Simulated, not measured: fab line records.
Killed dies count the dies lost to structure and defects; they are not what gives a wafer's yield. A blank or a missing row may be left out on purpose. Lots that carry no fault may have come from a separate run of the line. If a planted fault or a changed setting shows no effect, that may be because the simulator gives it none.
fab line records :: flow n5-finfet :: part 2 of 2: steps 19 to 29 of 29
[record]
  lots = 5
  wafers = 15
  last-day = 19
route steps=1938 shown BEOL_M14@1749 BEOL_M15@1773
lots that met no fault: from a run of the same line without faults
start-h: start of the lot's first displayed wafer, in hours after the record's first day :: wait-h: hours from the lot's prior step to this one :: " repeats the value in the row above :: L1.1+2: several wafers, shown together as one row :: - no value, or no start given :: * or withheld: withheld :: < > ~ a bound
route shown NAME@n: a module of which the file shows steps, and the number in the route of the first :: usual: average and standard deviation across the fault-free wafers :: same: alike in all rows :: chamber/n: place in a boat :: sites: readings site by site :: _std_site: their standard deviation :: _edge_site: mean of outer sites minus mean of inner sites :: radius-mm: how far each site lies from the wafer's centre :: mask NAME#n: copy n :: behind: tool/chamber where the wafer was last shaped :: hold: why the lot went on hold/how many hours it stayed there/how the hold came to an end :: device: whichever transistor did not switch (one of n, p or np) :: end of line: the tests these same wafers got at the end of their route :: step lacking rows: just its recipe :: killed: the dies lost at the first sort to structure and to defects; this is not the yield of the wafer :: map: per-die view of a wafer (x killed, . not killed, _ where there is no die)
set.NAME: the setting as run; set.NAME@STEP: as run at that earlier step :: model.NAME: the simulator's own value behind a step, which no gauge read
lots at selected steps of the route; one table per step, one row per wafer
services: a tool's chamber out of use, with start hour (start-h, from the record's first day; less than 0 if before it), hours out, and reason
[[steps]]
[step N5_BEOL_M14_CMP_49]
[recipe]
  stop-on = SiO2
  t-overpolish-s = 5.2
  down-force-psi = 2
  platen-rpm = 80
  clearing-platen-down-force-psi = 2
  clearing-platen-rpm = 80
  post-cmp-clean = cu-alkaline
  target-thk-nm = 560
  clearing-platen-pad-velocity-m-s = 1.5917
  pad-velocity-m-s = 1.5917
[usual]
  barrier-field-endpoint-s = 11.44/0.24
  motor-current-A = 8.3/0.82
  overpolish-run-s = 5.200/0.0087
  slurry-filter-dp-kPa = 13.51/0.16
  time-to-endpoint-s = 121/4
lot.wafer: L078.4
tool: cmp-02
chamber: 1
start-h: 293.57
wait-h: 0.1
barrier-field-endpoint-s: 11.26
motor-current-A: 8.4
overpolish-run-s: 5.209
slurry-filter-dp-kPa: 13.53
time-to-endpoint-s: 120

lot.wafer: L078.3
tool: cmp-02
chamber: 3
start-h: 293.57
wait-h: 0.1
barrier-field-endpoint-s: 11.21
motor-current-A: 9.4
overpolish-run-s: 5.208
slurry-filter-dp-kPa: 13.85
time-to-endpoint-s: 116

lot.wafer: L078.5
tool: cmp-02
chamber: 1
start-h: 293.57
wait-h: 0.1
barrier-field-endpoint-s: 11.65
motor-current-A: 8.0
overpolish-run-s: 5.201
slurry-filter-dp-kPa: 13.26
time-to-endpoint-s: 122

lot.wafer: L082.4
tool: cmp-04
chamber: 0
start-h: 352.99
wait-h: 0.1
barrier-field-endpoint-s: 11.25
motor-current-A: 6.6
overpolish-run-s: 5.199
slurry-filter-dp-kPa: 13.65
time-to-endpoint-s: 119

lot.wafer: L082.2
tool: cmp-04
chamber: 2
start-h: 352.99
wait-h: 0.1
barrier-field-endpoint-s: 11.60
motor-current-A: 8.0
overpolish-run-s: 5.194
slurry-filter-dp-kPa: 13.36
time-to-endpoint-s: 123

lot.wafer: L082.1
tool: cmp-04
chamber: 3
start-h: 352.99
wait-h: 0.1
barrier-field-endpoint-s: 11.25
motor-current-A: 7.6
overpolish-run-s: 5.191
slurry-filter-dp-kPa: 13.47
time-to-endpoint-s: 118

lot.wafer: L085.2
tool: cmp-02
chamber: 3
start-h: 355.51
wait-h: 0.2
barrier-field-endpoint-s: 11.08
motor-current-A: 9.5
overpolish-run-s: 5.189
slurry-filter-dp-kPa: 13.55
time-to-endpoint-s: 110

lot.wafer: L085.1
tool: cmp-02
chamber: 0
start-h: 355.51
wait-h: 0.2
barrier-field-endpoint-s: 11.15
motor-current-A: 9.0
overpolish-run-s: 5.199
slurry-filter-dp-kPa: 13.53
time-to-endpoint-s: 118

lot.wafer: L085.3
tool: cmp-02
chamber: 1
start-h: 355.51
wait-h: 0.2
barrier-field-endpoint-s: 11.52
motor-current-A: 8.4
overpolish-run-s: 5.214
slurry-filter-dp-kPa: 13.63
time-to-endpoint-s: 121

lot.wafer: L091.3
tool: cmp-03
chamber: 2
start-h: 384.04
wait-h: 0.2
barrier-field-endpoint-s: 11.59
motor-current-A: 9.1
overpolish-run-s: 5.207
slurry-filter-dp-kPa: 13.45
time-to-endpoint-s: 122

lot.wafer: L091.5
tool: cmp-03
chamber: 1
start-h: 384.04
wait-h: 0.2
barrier-field-endpoint-s: 11.43
motor-current-A: 7.5
overpolish-run-s: 5.213
slurry-filter-dp-kPa: 13.24
time-to-endpoint-s: 121

lot.wafer: L091.6
tool: cmp-03
chamber: 2
start-h: 384.04
wait-h: 0.2
barrier-field-endpoint-s: 11.88
motor-current-A: 8.4
overpolish-run-s: 5.191
slurry-filter-dp-kPa: 13.44
time-to-endpoint-s: 125

lot.wafer: L095.3
tool: cmp-02
chamber: 3
start-h: 421.71
wait-h: 0.2
barrier-field-endpoint-s: 11.53
motor-current-A: 9.5
overpolish-run-s: 5.187
slurry-filter-dp-kPa: 13.27
time-to-endpoint-s: 123

lot.wafer: L095.2
tool: cmp-02
chamber: 2
start-h: 421.71
wait-h: 0.2
barrier-field-endpoint-s: 11.25
motor-current-A: 8.4
overpolish-run-s: 5.207
slurry-filter-dp-kPa: 13.34
time-to-endpoint-s: 119

lot.wafer: L095.6
tool: cmp-02
chamber: 3
start-h: 421.71
wait-h: 0.2
barrier-field-endpoint-s: 11.47
motor-current-A: 9.2
overpolish-run-s: 5.199
slurry-filter-dp-kPa: 13.51
time-to-endpoint-s: 120
[step N5_BEOL_M14_THK_MEAS_50]
[recipe]
  thk-meas-gauge = xrf
  reads = Cu_of_BEOL_M14_ECD_47
[usual]
  M14_THK = 559/15
lot.wafer: L078.3
tool: film-metro-01
chamber: -
start-h: 293.86
wait-h: -
M14_THK[nm]: 567

lot.wafer: L078.4
tool: film-metro-01
chamber: -
start-h: 293.86
wait-h: -
M14_THK[nm]: 567

lot.wafer: L078.5
tool: film-metro-01
chamber: -
start-h: 293.86
wait-h: -
M14_THK[nm]: 536

lot.wafer: L082.1
tool: film-metro-01
chamber: -
start-h: 353.28
wait-h: -
M14_THK[nm]: 555

lot.wafer: L082.2
tool: film-metro-01
chamber: -
start-h: 353.28
wait-h: -
M14_THK[nm]: 566

lot.wafer: L082.4
tool: film-metro-01
chamber: -
start-h: 353.28
wait-h: -
M14_THK[nm]: 558

lot.wafer: L085.1
tool: film-metro-02
chamber: -
start-h: 355.77
wait-h: -
M14_THK[nm]: 553

lot.wafer: L085.2
tool: film-metro-02
chamber: -
start-h: 355.77
wait-h: -
M14_THK[nm]: 567

lot.wafer: L085.3
tool: film-metro-02
chamber: -
start-h: 355.77
wait-h: -
M14_THK[nm]: 568

lot.wafer: L091.3
tool: film-metro-01
chamber: -
start-h: 384.29
wait-h: -
M14_THK[nm]: 554

lot.wafer: L091.5
tool: film-metro-01
chamber: -
start-h: 384.29
wait-h: -
M14_THK[nm]: 563

lot.wafer: L091.6
tool: film-metro-01
chamber: -
start-h: 384.29
wait-h: -
M14_THK[nm]: 576

lot.wafer: L095.2
tool: film-metro-01
chamber: -
start-h: 422.00
wait-h: -
M14_THK[nm]: 575

lot.wafer: L095.3
tool: film-metro-01
chamber: -
start-h: 422.00
wait-h: -
M14_THK[nm]: 577

lot.wafer: L095.6
tool: film-metro-01
chamber: -
start-h: 422.00
wait-h: -
M14_THK[nm]: 577
[step N5_BEOL_M14_PRE_CLEAN_52]
[recipe]
  gas = NH3
  time-s = 15
  temp-c = withheld
  rf-power-w = 300
lot.wafer: L078.3+4+5
tool: pecvd-04
chamber: 1,0,2
start-h: 293.90
wait-h: 0.0

lot.wafer: L082.1+2+4
tool: pecvd-04
chamber: 0,2,1
start-h: 353.32
wait-h: 0.0

lot.wafer: L085.1+2+3
tool: pecvd-03
chamber: 1,0,2
start-h: 355.80
wait-h: 0.0

lot.wafer: L091.3+5+6
tool: pecvd-03
chamber: 0,2,1
start-h: 384.33
wait-h: 0.0

lot.wafer: L095.2+3+6
tool: pecvd-01
chamber: 0,2,1
start-h: 422.04
wait-h: 0.0
[step N5_BEOL_M14_DEP_53]
[recipe]
  material = SiCN
  target-thk-a = 500
  temp-c = withheld
  precursor = 3MS/NH3
  pressure-torr = 3
  rf-w = 675
  time-s = 17.8
[usual]
  showerhead-plenum-p-Torr = 4.168/0.019
  throttle-valve-pct = 18.0/0.64
lot.wafer: L078.3
tool: pecvd-04
chamber: 1
start-h: 293.92
wait-h: 0.0
showerhead-plenum-p-Torr: 4.197
throttle-valve-pct: 18.3

lot.wafer: L078.4
tool: pecvd-04
chamber: 0
start-h: 293.92
wait-h: 0.0
showerhead-plenum-p-Torr: 4.149
throttle-valve-pct: 18.0

lot.wafer: L078.5
tool: pecvd-04
chamber: 2
start-h: 293.92
wait-h: 0.0
showerhead-plenum-p-Torr: 4.156
throttle-valve-pct: 17.5

lot.wafer: L082.1
tool: pecvd-04
chamber: 0
start-h: 353.35
wait-h: 0.0
showerhead-plenum-p-Torr: 4.152
throttle-valve-pct: 18.0

lot.wafer: L082.2
tool: pecvd-04
chamber: 2
start-h: 353.35
wait-h: 0.0
showerhead-plenum-p-Torr: 4.140
throttle-valve-pct: 17.8

lot.wafer: L082.4
tool: pecvd-04
chamber: 1
start-h: 353.35
wait-h: 0.0
showerhead-plenum-p-Torr: 4.195
throttle-valve-pct: 18.2

lot.wafer: L085.1
tool: pecvd-03
chamber: 1
start-h: 355.83
wait-h: 0.0
showerhead-plenum-p-Torr: 4.173
throttle-valve-pct: 18.5

lot.wafer: L085.2
tool: pecvd-03
chamber: 0
start-h: 355.83
wait-h: 0.0
showerhead-plenum-p-Torr: 4.159
throttle-valve-pct: 18.5

lot.wafer: L085.3
tool: pecvd-03
chamber: 2
start-h: 355.83
wait-h: 0.0
showerhead-plenum-p-Torr: 4.151
throttle-valve-pct: 17.7

lot.wafer: L091.3
tool: pecvd-03
chamber: 0
start-h: 384.36
wait-h: 0.0
showerhead-plenum-p-Torr: 4.157
throttle-valve-pct: 18.9

lot.wafer: L091.5
tool: pecvd-03
chamber: 2
start-h: 384.36
wait-h: 0.0
showerhead-plenum-p-Torr: 4.143
throttle-valve-pct: 17.8

lot.wafer: L091.6
tool: pecvd-03
chamber: 1
start-h: 384.36
wait-h: 0.0
showerhead-plenum-p-Torr: 4.154
throttle-valve-pct: 18.4

lot.wafer: L095.2
tool: pecvd-01
chamber: 0
start-h: 422.07
wait-h: 0.0
showerhead-plenum-p-Torr: 4.179
throttle-valve-pct: 19.2

lot.wafer: L095.3
tool: pecvd-01
chamber: 2
start-h: 422.07
wait-h: 0.0
showerhead-plenum-p-Torr: 4.192
throttle-valve-pct: 16.9

lot.wafer: L095.6
tool: pecvd-01
chamber: 1
start-h: 422.07
wait-h: 0.0
showerhead-plenum-p-Torr: 4.160
throttle-valve-pct: 18.4
[step N5_BEOL_M14_RS_MEAS_54]
[recipe]
  thk-meas-gauge = four-point-probe
  reads = Cu_of_BEOL_M14_ECD_47+Ta_of_BEOL_M14_SPUTTER_44+TaN_of_BEOL_M14_SPUTTER_43
[usual]
  M14_RS = 0.0335/0.0009
lot.wafer: L078.3
tool: film-metro-01
chamber: -
start-h: 293.99
wait-h: 0.1
M14_RS[ohm/sq]: 0.0333

lot.wafer: L078.4
tool: film-metro-01
chamber: -
start-h: 293.99
wait-h: 0.1
M14_RS[ohm/sq]: 0.0330

lot.wafer: L078.5
tool: film-metro-01
chamber: -
start-h: 293.99
wait-h: 0.1
M14_RS[ohm/sq]: 0.0351

lot.wafer: L082.1
tool: film-metro-02
chamber: -
start-h: 353.41
wait-h: 0.0
M14_RS[ohm/sq]: 0.0336

lot.wafer: L082.2
tool: film-metro-02
chamber: -
start-h: 353.41
wait-h: 0.0
M14_RS[ohm/sq]: 0.0329

lot.wafer: L082.4
tool: film-metro-02
chamber: -
start-h: 353.41
wait-h: 0.0
M14_RS[ohm/sq]: 0.0334

lot.wafer: L085.1
tool: film-metro-01
chamber: -
start-h: 355.89
wait-h: 0.0
M14_RS[ohm/sq]: 0.0336

lot.wafer: L085.2
tool: film-metro-01
chamber: -
start-h: 355.89
wait-h: 0.0
M14_RS[ohm/sq]: 0.0329

lot.wafer: L085.3
tool: film-metro-01
chamber: -
start-h: 355.89
wait-h: 0.0
M14_RS[ohm/sq]: 0.0327

lot.wafer: L091.3
tool: film-metro-01
chamber: -
start-h: 384.42
wait-h: 0.1
M14_RS[ohm/sq]: 0.0337

lot.wafer: L091.5
tool: film-metro-01
chamber: -
start-h: 384.42
wait-h: 0.1
M14_RS[ohm/sq]: 0.0332

lot.wafer: L091.6
tool: film-metro-01
chamber: -
start-h: 384.42
wait-h: 0.1
M14_RS[ohm/sq]: 0.0323

lot.wafer: L095.2
tool: film-metro-02
chamber: -
start-h: 422.13
wait-h: 0.1
M14_RS[ohm/sq]: 0.0330

lot.wafer: L095.3
tool: film-metro-02
chamber: -
start-h: 422.13
wait-h: 0.1
M14_RS[ohm/sq]: 0.0330

lot.wafer: L095.6
tool: film-metro-02
chamber: -
start-h: 422.13
wait-h: 0.1
M14_RS[ohm/sq]: 0.0329
[step N5_BEOL_M14_INSPECT_55]
[recipe]
  inspect-instrument = darkfield
  mode = post-dep
[usual]
  raw-defect-count = 74/27
lot.wafer: L078.3
tool: defect-inspect-01
chamber: -
start-h: 294.02
wait-h: 0.0
raw-defect-count: 82

lot.wafer: L078.4
tool: defect-inspect-01
chamber: -
start-h: 294.02
wait-h: 0.0
raw-defect-count: 67

lot.wafer: L078.5
tool: defect-inspect-01
chamber: -
start-h: 294.02
wait-h: 0.0
raw-defect-count: 73

lot.wafer: L082.1
tool: defect-inspect-02
chamber: -
start-h: 353.44
wait-h: 0.0
raw-defect-count: 88

lot.wafer: L082.2
tool: defect-inspect-02
chamber: -
start-h: 353.44
wait-h: 0.0
raw-defect-count: 45

lot.wafer: L082.4
tool: defect-inspect-02
chamber: -
start-h: 353.44
wait-h: 0.0
raw-defect-count: 43

lot.wafer: L085.1
tool: defect-inspect-01
chamber: -
start-h: 355.92
wait-h: 0.0
raw-defect-count: 78

lot.wafer: L085.2
tool: defect-inspect-01
chamber: -
start-h: 355.92
wait-h: 0.0
raw-defect-count: 91

lot.wafer: L085.3
tool: defect-inspect-01
chamber: -
start-h: 355.92
wait-h: 0.0
raw-defect-count: 58

lot.wafer: L091.3
tool: defect-inspect-02
chamber: -
start-h: 384.45
wait-h: 0.0
raw-defect-count: 68

lot.wafer: L091.5
tool: defect-inspect-02
chamber: -
start-h: 384.45
wait-h: 0.0
raw-defect-count: 50

lot.wafer: L091.6
tool: defect-inspect-02
chamber: -
start-h: 384.45
wait-h: 0.0
raw-defect-count: 58

lot.wafer: L095.2
tool: defect-inspect-01
chamber: -
start-h: 422.16
wait-h: 0.0
raw-defect-count: 74

lot.wafer: L095.3
tool: defect-inspect-01
chamber: -
start-h: 422.16
wait-h: 0.0
raw-defect-count: 65

lot.wafer: L095.6
tool: defect-inspect-01
chamber: -
start-h: 422.16
wait-h: 0.0
raw-defect-count: 42
[step N5_BEOL_M15_ILD_DEP_00]
[recipe]
  material = SiO2
  target-thk-a = 16293
  temp-c = 400
  precursor = TEOS/O2
  pressure-torr = 6.5
  rf-w = 900
  teos-flow-sccm = 161.4
  gas = O2
  flow-sccm = 2650
  time-s = 346.1
[usual]
  heater-power-w = 505/100
  showerhead-plenum-p-Torr = 8.35/0.035
  throttle-valve-pct = 18.8/0.87
lot.wafer: L078.3
tool: pecvd-01
chamber: 0
start-h: 294.05
wait-h: 0.0
heater-power-w: 794
showerhead-plenum-p-Torr: 8.38
throttle-valve-pct: 19.7

lot.wafer: L078.4
tool: pecvd-01
chamber: 0
start-h: 294.05
wait-h: 0.0
heater-power-w: 616
showerhead-plenum-p-Torr: 8.38
throttle-valve-pct: 19.8

lot.wafer: L078.5
tool: pecvd-01
chamber: 2
start-h: 294.05
wait-h: 0.0
heater-power-w: 492
showerhead-plenum-p-Torr: 8.37
throttle-valve-pct: 17.2

lot.wafer: L082.1
tool: pecvd-02
chamber: 1
start-h: 353.48
wait-h: 0.0
heater-power-w: 544
showerhead-plenum-p-Torr: 8.36
throttle-valve-pct: 19.9

lot.wafer: L082.2
tool: pecvd-02
chamber: 2
start-h: 353.48
wait-h: 0.0
heater-power-w: 512
showerhead-plenum-p-Torr: 8.32
throttle-valve-pct: 18.6

lot.wafer: L082.4
tool: pecvd-02
chamber: 2
start-h: 353.48
wait-h: 0.0
heater-power-w: 398
showerhead-plenum-p-Torr: 8.34
throttle-valve-pct: 18.2

lot.wafer: L085.1
tool: pecvd-04
chamber: 2
start-h: 355.96
wait-h: 0.0
heater-power-w: 472
showerhead-plenum-p-Torr: 8.35
throttle-valve-pct: 18.1

lot.wafer: L085.2
tool: pecvd-04
chamber: 0
start-h: 355.96
wait-h: 0.0
heater-power-w: 395
showerhead-plenum-p-Torr: 8.33
throttle-valve-pct: 18.6

lot.wafer: L085.3
tool: pecvd-04
chamber: 1
start-h: 355.96
wait-h: 0.0
heater-power-w: 477
showerhead-plenum-p-Torr: 8.40
throttle-valve-pct: 19.0

lot.wafer: L091.3
tool: pecvd-04
chamber: 2
start-h: 384.59
wait-h: 0.1
heater-power-w: 371
showerhead-plenum-p-Torr: 8.35
throttle-valve-pct: 18.3

lot.wafer: L091.5
tool: pecvd-04
chamber: 0
start-h: 384.59
wait-h: 0.1
heater-power-w: 468
showerhead-plenum-p-Torr: 8.32
throttle-valve-pct: 18.9

lot.wafer: L091.6
tool: pecvd-04
chamber: 2
start-h: 384.59
wait-h: 0.1
heater-power-w: 457
showerhead-plenum-p-Torr: 8.33
throttle-valve-pct: 18.2

lot.wafer: L095.2
tool: pecvd-04
chamber: 0
start-h: 422.20
wait-h: 0.0
heater-power-w: 445
showerhead-plenum-p-Torr: 8.34
throttle-valve-pct: 18.5

lot.wafer: L095.3
tool: pecvd-04
chamber: 1
start-h: 422.20
wait-h: 0.0
heater-power-w: 455
showerhead-plenum-p-Torr: 8.39
throttle-valve-pct: 16.9

lot.wafer: L095.6
tool: pecvd-04
chamber: 1
start-h: 422.20
wait-h: 0.0
heater-power-w: 350
showerhead-plenum-p-Torr: 8.40
throttle-valve-pct: 17.0
[step N5_BEOL_M15_THK_MEAS_01]
[recipe]
  reads = SiO2_of_BEOL_M15_ILD_DEP_00
[usual]
  M15_ILD_THK = 1625/22
lot.wafer: L078.3
tool: film-metro-02
chamber: -
start-h: 294.30
wait-h: 0.1
M15_ILD_THK[nm]: 1634

lot.wafer: L078.4
tool: film-metro-02
chamber: -
start-h: 294.30
wait-h: 0.1
M15_ILD_THK[nm]: 1651

lot.wafer: L078.5
tool: film-metro-02
chamber: -
start-h: 294.30
wait-h: 0.1
M15_ILD_THK[nm]: 1662

lot.wafer: L082.1
tool: film-metro-01
chamber: -
start-h: 353.73
wait-h: 0.1
M15_ILD_THK[nm]: 1601

lot.wafer: L082.2
tool: film-metro-01
chamber: -
start-h: 353.73
wait-h: 0.1
M15_ILD_THK[nm]: 1603

lot.wafer: L082.4
tool: film-metro-01
chamber: -
start-h: 353.73
wait-h: 0.1
M15_ILD_THK[nm]: 1642

lot.wafer: L085.1
tool: film-metro-01
chamber: -
start-h: 356.22
wait-h: 0.2
M15_ILD_THK[nm]: 1634

lot.wafer: L085.2
tool: film-metro-01
chamber: -
start-h: 356.22
wait-h: 0.2
M15_ILD_THK[nm]: 1627

lot.wafer: L085.3
tool: film-metro-01
chamber: -
start-h: 356.22
wait-h: 0.2
M15_ILD_THK[nm]: 1629

lot.wafer: L091.3
tool: film-metro-01
chamber: -
start-h: 384.85
wait-h: 0.1
M15_ILD_THK[nm]: 1628

lot.wafer: L091.5
tool: film-metro-01
chamber: -
start-h: 384.85
wait-h: 0.1
M15_ILD_THK[nm]: 1636

lot.wafer: L091.6
tool: film-metro-01
chamber: -
start-h: 384.85
wait-h: 0.1
M15_ILD_THK[nm]: 1637

lot.wafer: L095.2
tool: film-metro-01
chamber: -
start-h: 422.45
wait-h: 0.1
M15_ILD_THK[nm]: 1616

lot.wafer: L095.3
tool: film-metro-01
chamber: -
start-h: 422.45
wait-h: 0.1
M15_ILD_THK[nm]: 1603

lot.wafer: L095.6
tool: film-metro-01
chamber: -
start-h: 422.45
wait-h: 0.1
M15_ILD_THK[nm]: 1641
[step N5_BEOL_M15_COAT_58]
[recipe]
  resist = BARC
  temp-c = 205
  time-s = 60
  spin-rpm = 1500
  resist-thk-nm = 89
[usual]
  exhaust-pa = 45.1/0.88
  spin-speed-rpm = 1500.0/0.9
lot.wafer: L078.3
tool: litho-track-05
chamber: 0
start-h: 294.34
wait-h: 0.0
exhaust-pa: 44.2
spin-speed-rpm: 1499.3

lot.wafer: L078.4
tool: litho-track-05
chamber: 0
start-h: 294.34
wait-h: 0.0
exhaust-pa: 44.2
spin-speed-rpm: 1498.9

lot.wafer: L078.5
tool: litho-track-05
chamber: 0
start-h: 294.34
wait-h: 0.0
exhaust-pa: 44.2
spin-speed-rpm: 1499.4

lot.wafer: L082.1
tool: litho-track-03
chamber: 0
start-h: 353.76
wait-h: 0.0
exhaust-pa: 44.6
spin-speed-rpm: 1500.3

lot.wafer: L082.2
tool: litho-track-03
chamber: 0
start-h: 353.76
wait-h: 0.0
exhaust-pa: 44.4
spin-speed-rpm: 1501.2

lot.wafer: L082.4
tool: litho-track-03
chamber: 0
start-h: 353.76
wait-h: 0.0
exhaust-pa: 44.1
spin-speed-rpm: 1500.1

lot.wafer: L085.1
tool: litho-track-03
chamber: 0
start-h: 356.25
wait-h: 0.0
exhaust-pa: 44.1
spin-speed-rpm: 1500.9

lot.wafer: L085.2
tool: litho-track-03
chamber: 0
start-h: 356.25
wait-h: 0.0
exhaust-pa: 44.5
spin-speed-rpm: 1501.3

lot.wafer: L085.3
tool: litho-track-03
chamber: 0
start-h: 356.25
wait-h: 0.0
exhaust-pa: 44.5
spin-speed-rpm: 1501.0

lot.wafer: L091.3
tool: litho-track-01
chamber: 0
start-h: 384.88
wait-h: 0.0
exhaust-pa: 45.9
spin-speed-rpm: 1499.8

lot.wafer: L091.5
tool: litho-track-01
chamber: 0
start-h: 384.88
wait-h: 0.0
exhaust-pa: 43.9
spin-speed-rpm: 1499.0

lot.wafer: L091.6
tool: litho-track-01
chamber: 0
start-h: 384.88
wait-h: 0.0
exhaust-pa: 45.6
spin-speed-rpm: 1499.2

lot.wafer: L095.2
tool: litho-track-03
chamber: 0
start-h: 422.48
wait-h: 0.0
exhaust-pa: 43.5
spin-speed-rpm: 1501.5

lot.wafer: L095.3
tool: litho-track-03
chamber: 0
start-h: 422.48
wait-h: 0.0
exhaust-pa: 43.7
spin-speed-rpm: 1498.4

lot.wafer: L095.6
tool: litho-track-03
chamber: 0
start-h: 422.48
wait-h: 0.0
exhaust-pa: 44.6
spin-speed-rpm: 1500.6
[step N5_BEOL_M15_COAT_04]
[recipe]
  spin-rpm = 1704
  resist-thk-nm = 800
[usual]
  exhaust-pa = 44.9/0.8
  spin-speed-rpm = 1704.2/1
lot.wafer: L078.3
tool: litho-track-05
chamber: 0
start-h: -
wait-h: -
exhaust-pa: 46.6
spin-speed-rpm: 1704.1

lot.wafer: L078.4
tool: litho-track-05
chamber: 0
start-h: -
wait-h: -
exhaust-pa: 44.6
spin-speed-rpm: 1705.6

lot.wafer: L078.5
tool: litho-track-05
chamber: 0
start-h: -
wait-h: -
exhaust-pa: 45.0
spin-speed-rpm: 1704.9

lot.wafer: L082.1
tool: litho-track-03
chamber: 0
start-h: -
wait-h: -
exhaust-pa: 43.2
spin-speed-rpm: 1703.6

lot.wafer: L082.2
tool: litho-track-03
chamber: 0
start-h: -
wait-h: -
exhaust-pa: 44.9
spin-speed-rpm: 1704.2

lot.wafer: L082.4
tool: litho-track-03
chamber: 0
start-h: -
wait-h: -
exhaust-pa: 44.1
spin-speed-rpm: 1704.1

lot.wafer: L085.1
tool: litho-track-03
chamber: 0
start-h: -
wait-h: -
exhaust-pa: 46.4
spin-speed-rpm: 1704.8

lot.wafer: L085.2
tool: litho-track-03
chamber: 0
start-h: -
wait-h: -
exhaust-pa: 44.5
spin-speed-rpm: 1704.9

lot.wafer: L085.3
tool: litho-track-03
chamber: 0
start-h: -
wait-h: -
exhaust-pa: 44.9
spin-speed-rpm: 1703.2

lot.wafer: L091.3
tool: litho-track-01
chamber: 0
start-h: -
wait-h: -
exhaust-pa: 44.8
spin-speed-rpm: 1704.1

lot.wafer: L091.5
tool: litho-track-01
chamber: 0
start-h: -
wait-h: -
exhaust-pa: 45.7
spin-speed-rpm: 1704.5

lot.wafer: L091.6
tool: litho-track-01
chamber: 0
start-h: -
wait-h: -
exhaust-pa: 46.1
spin-speed-rpm: 1704.0

lot.wafer: L095.2
tool: litho-track-03
chamber: 0
start-h: -
wait-h: -
exhaust-pa: 44.6
spin-speed-rpm: 1702.0

lot.wafer: L095.3
tool: litho-track-03
chamber: 0
start-h: -
wait-h: -
exhaust-pa: 45.0
spin-speed-rpm: 1704.6

lot.wafer: L095.6
tool: litho-track-03
chamber: 0
start-h: -
wait-h: -
exhaust-pa: 43.8
spin-speed-rpm: 1703.0
[step N5_BEOL_M15_EBR_06]
[recipe]
  solvent = PGMEA
  ebr-width-mm = 1.5
[usual]
  exhaust-pa = 44.9/0.78
lot.wafer: L078.3
tool: litho-track-05
chamber: 0
start-h: -
wait-h: -
exhaust-pa: 44.9

lot.wafer: L078.4
tool: litho-track-05
chamber: 0
start-h: -
wait-h: -
exhaust-pa: 45.4

lot.wafer: L078.5
tool: litho-track-05
chamber: 0
start-h: -
wait-h: -
exhaust-pa: 44.9

lot.wafer: L082.1
tool: litho-track-03
chamber: 0
start-h: -
wait-h: -
exhaust-pa: 44.7

lot.wafer: L082.2
tool: litho-track-03
chamber: 0
start-h: -
wait-h: -
exhaust-pa: 46.1

lot.wafer: L082.4
tool: litho-track-03
chamber: 0
start-h: -
wait-h: -
exhaust-pa: 44.4

lot.wafer: L085.1
tool: litho-track-03
chamber: 0
start-h: -
wait-h: -
exhaust-pa: 44.1

lot.wafer: L085.2
tool: litho-track-03
chamber: 0
start-h: -
wait-h: -
exhaust-pa: 45.2

lot.wafer: L085.3
tool: litho-track-03
chamber: 0
start-h: -
wait-h: -
exhaust-pa: 44.1

lot.wafer: L091.3
tool: litho-track-01
chamber: 0
start-h: -
wait-h: -
exhaust-pa: 44.6

lot.wafer: L091.5
tool: litho-track-01
chamber: 0
start-h: -
wait-h: -
exhaust-pa: 43.7

lot.wafer: L091.6
tool: litho-track-01
chamber: 0
start-h: -
wait-h: -
exhaust-pa: 45.1

lot.wafer: L095.2
tool: litho-track-03
chamber: 0
start-h: -
wait-h: -
exhaust-pa: 44.9

lot.wafer: L095.3
tool: litho-track-03
chamber: 0
start-h: -
wait-h: -
exhaust-pa: 45.4

lot.wafer: L095.6
tool: litho-track-03
chamber: 0
start-h: -
wait-h: -
exhaust-pa: 45.1
[[services]]
tool: rie-diel-02
chamber: -
start-h: 268.92
hours: 2.8
kind: pm

tool: pvd-sputter-01
chamber: -
start-h: 272.01
hours: 0.5
kind: repair

tool: wet-bench-05
chamber: -
start-h: 275.61
hours: 3.8
kind: repair

tool: ecd-cu-02
chamber: -
start-h: 281.33
hours: 5.5
kind: pm

tool: wet-bench-05
chamber: -
start-h: 291.62
hours: 2.6
kind: repair

tool: rie-diel-05
chamber: 2
start-h: 293.30
hours: 10.5
kind: repair

tool: rie-diel-05
chamber: -
start-h: 300.33
hours: 0.8
kind: repair

tool: rie-diel-02
chamber: 0
start-h: 304.01
hours: 13.7
kind: repair

tool: pecvd-03
chamber: 0
start-h: 308.66
hours: 4.7
kind: repair

tool: rie-diel-04
chamber: -
start-h: 328.22
hours: 20.3
kind: repair

tool: rie-diel-02
chamber: 2
start-h: 329.23
hours: 17.8
kind: repair

tool: rie-diel-05
chamber: -
start-h: 333.67
hours: 14.6
kind: pm

tool: pecvd-03
chamber: -
start-h: 337.93
hours: 0.8
kind: pm

tool: rie-diel-05
chamber: 0
start-h: 359.71
hours: 4.8
kind: repair

tool: rie-diel-04
chamber: 3
start-h: 360.47
hours: 4.1
kind: repair

tool: pvd-sputter-02
chamber: -
start-h: 375.57
hours: 6.0
kind: repair

tool: rie-diel-02
chamber: 1
start-h: 377.18
hours: 19.5
kind: repair

tool: pvd-sputter-03
chamber: -
start-h: 378.12
hours: 2.5
kind: repair

tool: pecvd-03
chamber: -
start-h: 387.26
hours: 2.8
kind: pm

tool: pecvd-03
chamber: -
start-h: 391.91
hours: 1.8
kind: repair

tool: rie-diel-04
chamber: 1
start-h: 399.45
hours: 5.4
kind: repair

tool: rie-diel-02
chamber: 3
start-h: 410.07
hours: 7.9
kind: repair

tool: pvd-sputter-01
chamber: -
start-h: 414.55
hours: 1.5
kind: repair

tool: rie-diel-05
chamber: 0
start-h: 420.52
hours: 6.9
kind: repair
